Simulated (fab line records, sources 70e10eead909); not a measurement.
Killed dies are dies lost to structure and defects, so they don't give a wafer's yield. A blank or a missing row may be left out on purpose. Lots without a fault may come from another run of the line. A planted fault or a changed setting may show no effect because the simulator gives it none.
Which tool did it? | flow nand_harc | 12 lots, 36 wafers sampled, at 3 steps of a route of 1302

WHAT THE GAUGES READ, wafer by wafer
NHARC_A_ONON_D2_THK_MEAS_14: measures by ellipsometry.
lot  | measured     | on            | thk_nm (nm)
L075 | day 13 05:21 | film_metro-02 | 1004 1003 1003
L077 | day 14 15:45 | film_metro-01 | 999 999 1000
L080 | day 14 19:22 | film_metro-02 | 999 998 999
L081 | day 15 14:21 | film_metro-02 | 993 993 995
L083 | day 16 06:43 | film_metro-02 | 1012 1015 1016
L085 | day 17 04:57 | film_metro-01 | 1000 1002 1001
L087 | day 17 21:05 | film_metro-01 | 972 974 973
L088 | day 19 10:26 | film_metro-02 | 1003 1004 1004
L091 | day 19 22:31 | film_metro-01 | 986 986 985
L093 | day 20 14:27 | film_metro-01 | 1019 1019 1019
L095 | day 21 03:05 | film_metro-02 | 996 995 998
L097 | day 22 14:02 | film_metro-02 | 1014 1012 1013

WHICH TOOL RAN EACH LOT (tool, then ch and the chambers of the sampled wafers, then the start)
lot  | NHARC_A_CHANNEL_FILL_D1_CMP_10 | NHARC_A_DECK1_JOINT_ETCHBACK_07
L075 | cmp-02 ch 0,1,2, day 11 17:40  | rie_si-01 ch 1,2,3, day 11 18:07
L077 | cmp-02 ch 0,2,3, day 12 19:01  | rie_si-01 ch 0,1,3, day 12 19:29
L080 | cmp-03 ch 0,1, day 13 02:44    | rie_si-04 ch 1,3, day 13 03:11
L081 | cmp-01 ch 0,1,3, day 14 00:22  | rie_si-04 ch 0,1,2, day 14 00:49
L083 | cmp-01 ch 0,1, day 14 15:28    | rie_si-04 ch 0,1, day 14 15:56
L085 | cmp-03 ch 1,3, day 15 15:50    | rie_si-04 ch 2,3, day 15 16:19
L087 | cmp-03 ch 0,2,3, day 16 00:37  | rie_si-02 ch 1,2,3, day 16 01:04
L088 | cmp-01 ch 0,2, day 17 13:46    | rie_si-04 ch 0,2,3, day 17 14:15
L091 | cmp-03 ch 2,3, day 18 05:49    | rie_si-02 ch 1,2,3, day 18 06:19
L093 | cmp-01 ch 0,1, day 19 00:41    | rie_si-01 ch 0,3, day 19 01:10
L095 | cmp-03 ch 2,3, day 19 14:41    | rie_si-01 ch 0,1,2, day 19 15:10
L097 | cmp-02 ch 0,2,3, day 20 17:14  | rie_si-01 ch 0,1,2, day 20 17:43
- NHARC_A_CHANNEL_FILL_D1_CMP_10: polishes, target thk 150 nm.
- NHARC_A_DECK1_JOINT_ETCHBACK_07: etches the open film in HBr, target depth 105 nm, time 26.9 s.

THE ANSWER, worked out from the rows above alone
Rule: what is usual is taken from the lots themselves. Put in order of their means at a reading, lots are off if they are a third of the lots or fewer, leave a main group of 4 or more, and stand apart from it by a gap of 3 or more times the standard deviation of the main group's means; of several such gaps the widest counts. A main group whose means are all the same, to the digits that the tables above print for the reading, isn't used. A lot without any number at a reading at which 4 lots or more have one is off too. The other lots that the step has rows for count as sound.
No lot is off at any reading shown: from this, nothing can be told.

WHAT THE SIMULATOR HAD PUT IN
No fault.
